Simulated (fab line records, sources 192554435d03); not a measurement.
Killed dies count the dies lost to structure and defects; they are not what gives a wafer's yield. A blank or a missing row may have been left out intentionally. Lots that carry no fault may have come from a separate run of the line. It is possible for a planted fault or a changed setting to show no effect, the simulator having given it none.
Which tool did it? -- flow n5 finfet -- 12 lots with 34 wafers sampled at 4 steps, on a route of 1938 steps

== WHAT THE GAUGES SHOWED, per wafer ==
The record lacks any reading of a measuring or inspecting step that a usual standard deviation could be used to judge.

== WHICH TOOL RAN EACH LOT (tool, then ch and the chambers of the sampled wafers, then the start) ==
lot,N5_BEOL_M13_ETCH_38,N5_PASSIVATION_AL_DEP_21,N5_PASSIVATION_AL_ETCH_33,N5_PASSIVATION_PROBE_49
L958,"rie diel-05 ch 0,1,3, day 11 18:50","pvd sputter-01, day 12 21:45","rie metal-01 ch 0,1, day 12 22:23","prober-01, day 13 03:15"
L959,"rie diel-05 ch 0,1, day 12 11:36","pvd sputter-01, day 13 14:05","rie metal-02 ch 1, day 13 14:53","prober-02, day 13 19:53"
L961,"rie diel-05 ch 0,1, day 13 05:54","pvd sputter-01, day 14 02:20","rie metal-03 ch 1, day 14 03:20","prober-01, day 14 08:29"
L964,"rie diel-06 ch 1,3, day 14 06:45","pvd sputter-02, day 15 03:04","rie metal-03 ch 0,1, day 15 03:55","prober-01, day 15 08:54"
L965,"rie diel-06 ch 0,1, day 14 10:11","pvd sputter-02, day 15 11:34","rie metal-02 ch 1, day 15 12:25","prober-01, day 15 18:04"
L966,"rie diel-05 ch 0,2,3, day 14 19:47","pvd sputter-01, day 15 21:30","rie metal-03 ch 0,1, day 15 22:09","prober-02, day 16 03:16"
L967,"rie diel-02 ch 0,3, day 14 23:52","pvd sputter-02, day 16 00:08","rie metal-02 ch 1, day 16 01:01","prober-01, day 16 06:50"
L972,"rie diel-06 ch 0,1,3, day 16 11:22","pvd sputter-02, day 17 12:45","rie metal-02 ch 0,1, day 17 13:31","prober-02, day 17 18:20"
L976,"rie diel-02 ch 0,2,3, day 16 15:12","pvd sputter-02, day 17 19:40","rie metal-01 ch 0,1, day 17 20:29","prober-02, day 18 01:40"
L974,"rie diel-05 ch 0,2,3, day 16 20:04","pvd sputter-02, day 18 00:23","rie metal-01 ch 0,1, day 18 01:02","prober-02, day 18 06:05"
L973,"rie diel-05 ch 0,3, day 17 07:38","pvd sputter-03, day 18 06:58","rie metal-01 ch 0,1, day 18 07:52","prober-02, day 18 12:34"
L978,"rie diel-06 ch 1,2,3, day 17 15:15","pvd sputter-01, day 18 21:47","rie metal-03 ch 1, day 18 23:08","prober-02, day 19 04:05"
- N5_BEOL_M13_ETCH_38: etches SiCN in CF4/N2, target depth 67.5 nm, time 71.9 s.
- N5_PASSIVATION_AL_DEP_21: deposits Al, target thk 2800 nm, time 170 s.
- N5_PASSIVATION_AL_ETCH_33: etches Al in Cl2/BCl3, stops on TaN, target depth 2800 nm, time 466.7 s.
- N5_PASSIVATION_PROBE_49

== WHAT THE TOOLS THEMSELVES READ (means of the sampled wafers that have a number; where no wafer has one, the mark that the record gives instead) ==
N5_BEOL_M13_ETCH_38. Usual: drypump motor current A 5.6 A, standard deviation 0.42; oes product au 0.79 a.u., standard deviation 0.092; rf vpp V 381.9 V, standard deviation 1.8; showerhead plenum p Torr 2.20 Torr, standard deviation 0.058; throttle valve pct 15.46 %, standard deviation 0.24.
lot,tool,drypump motor current A (A),oes product au (a.u.),rf vpp V (V),showerhead plenum p Torr (Torr),throttle valve pct (%),flag
L958,rie diel-05,5.3,0.82,382.2,2.19,15.34,
L959,rie diel-05,5.4,0.77,382.3,2.20,15.33,
L961,rie diel-05,5.4,0.76,382.0,2.20,15.32,
L964,rie diel-06,5.9,0.78,382.0,2.23,15.48,
L965,rie diel-06,5.6,0.82,380.2,2.14,15.54,
L966,rie diel-05,5.5,0.84,380.8,2.17,15.24,
L967,rie diel-02,5.4,0.80,381.8,2.19,15.43,
L972,rie diel-06,5.8,0.77,381.8,2.18,15.54,
L976,rie diel-02,5.6,0.75,382.0,2.19,15.56,
L974,rie diel-05,5.5,0.81,381.1,2.17,15.29,
L973,rie diel-05,5.2,0.81,379.7,2.14,15.30,
L978,rie diel-06,5.9,0.76,382.8,2.23,15.50,

N5_PASSIVATION_AL_DEP_21. Usual: substrate temp c 399.99 C, standard deviation 0.22; throttle valve pct 30.4 %, standard deviation 1.3.
lot,tool,substrate temp c (C),throttle valve pct (%),flag
L958,pvd sputter-01,399.96,31.0,
L959,pvd sputter-01,399.88,29.5,
L961,pvd sputter-01,400.14,30.7,
L964,pvd sputter-02,400.17,29.2,
L965,pvd sputter-02,399.83,29.3,
L966,pvd sputter-01,400.19,31.3,
L967,pvd sputter-02,399.83,29.8,
L972,pvd sputter-02,400.05,29.3,
L976,pvd sputter-02,400.03,30.6,
L974,pvd sputter-02,400.09,29.8,
L973,pvd sputter-03,399.93,30.1,
L978,pvd sputter-01,399.84,31.3,

N5_PASSIVATION_AL_ETCH_33. Usual: drypump motor current A 5.5 A, standard deviation 0.53; oes product au 0.72 a.u., standard deviation 0.096; throttle valve pct 34.27 %, standard deviation 0.29.
lot,tool,drypump motor current A (A),oes product au (a.u.),throttle valve pct (%),flag
L958,rie metal-01,5.5,0.78,34.25,
L959,rie metal-02,5.5,0.64,34.01,
L961,rie metal-03,4.9,0.81,34.27,
L964,rie metal-03,5.3,0.74,34.40,
L965,rie metal-02,5.5,0.65,33.97,
L966,rie metal-03,5.3,0.72,34.44,
L967,rie metal-02,5.5,0.65,33.99,
L972,rie metal-02,5.6,0.71,33.87,
L976,rie metal-01,5.5,0.73,34.25,
L974,rie metal-01,5.2,0.77,34.13,
L973,rie metal-01,5.1,0.76,34.15,
L978,rie metal-03,4.9,0.76,34.30,

N5_PASSIVATION_PROBE_49. Usual: defect limited yield 91.0 %, standard deviation 1.5; killed_at_M0_to_M3 35, standard deviation 11; killed_at_M4_up 13, standard deviation 5; killed at contacts 12, standard deviation 5.9; killed at front end 42, standard deviation 13; killed at other 3, standard deviation 3.2; killed dies 106, standard deviation 18; killed open 69, standard deviation 13; killed short 35, standard deviation 8.9; sort_bin_5_function 5.2 %, standard deviation 0.95; sort_bin_6_memory 3.3 %, standard deviation 0.71; sort n pass 1074, standard deviation 18; sort yield pct 91.0 %, standard deviation 1.5.
lot,tool,defect limited yield (%),killed_at_M0_to_M3,killed_at_M4_up,killed at contacts,killed at front end,killed at other,killed dies,killed open,killed short,sort_bin_5_function (%),sort_bin_6_memory (%),sort n pass,sort yield pct (%),flag
L958,prober-01,89.0,39,15,13,55,8,130,74,52,6.4,4.0,1050,89.0,
L959,prober-02,90.1,36,14,19,43,4,116,75,39,5.4,3.9,1064,90.1,
L961,prober-01,91.5,30,18,13,40,0,100,69,28,4.3,3.5,1080,91.5,
L964,prober-01,92.3,21,14,17,36,3,91,64,26,4.7,2.7,1089,92.3,
L965,prober-01,90.4,31,11,21,46,4,114,75,36,5.7,3.4,1066,90.4,
L966,prober-02,90.5,53,13,6,36,5,112,68,42,5.5,3.6,1068,90.5,
L967,prober-01,92.3,28,19,5,35,4,91,59,30,4.4,2.9,1089,92.3,
L972,prober-02,91.5,29,8,16,42,5,100,68,29,4.8,3.3,1080,91.5,
L976,prober-02,88.8,52,13,13,52,1,132,79,50,6.5,4.2,1048,88.8,
L974,prober-02,84.3,42,101,5,35,3,186,65,32,10.6,3.7,994,84.3,OFF
L973,prober-02,83.7,44,97,14,37,1,193,70,32,10.9,3.7,987,83.7,OFF
L978,prober-02,92.2,29,11,16,36,1,92,60,29,4.3,3.2,1088,92.2,

== THE ANSWER, worked out from the rows above alone ==
Rule: take the mean of a lot's wafers that have a number; if it is more than 3 standard deviations from the usual mean, the lot is off. A lot without any number at a reading at which 4 lots or more have one is off too. Any other lot the step has rows for is counted as sound. After the gauges, taken in route order, come the tools' own readings; for these a lot's mean is taken, as printed above. The first step at which some lot is off is used, and at that step the reading that is off furthest; a lot without a number counts as furthest.
Off: L974, L973 (N5_PASSIVATION_PROBE_49, killed_at_M4_up).
A tool fits if, at that step or a process step before it, it ran every lot that is off, and no sound lot after the first of them. This does not decide it: 2 tools fit, namely rie diel-05 at N5_BEOL_M13_ETCH_38 and rie metal-01 at N5_PASSIVATION_AL_ETCH_33.

== WHAT THE SIMULATOR PUT IN ==
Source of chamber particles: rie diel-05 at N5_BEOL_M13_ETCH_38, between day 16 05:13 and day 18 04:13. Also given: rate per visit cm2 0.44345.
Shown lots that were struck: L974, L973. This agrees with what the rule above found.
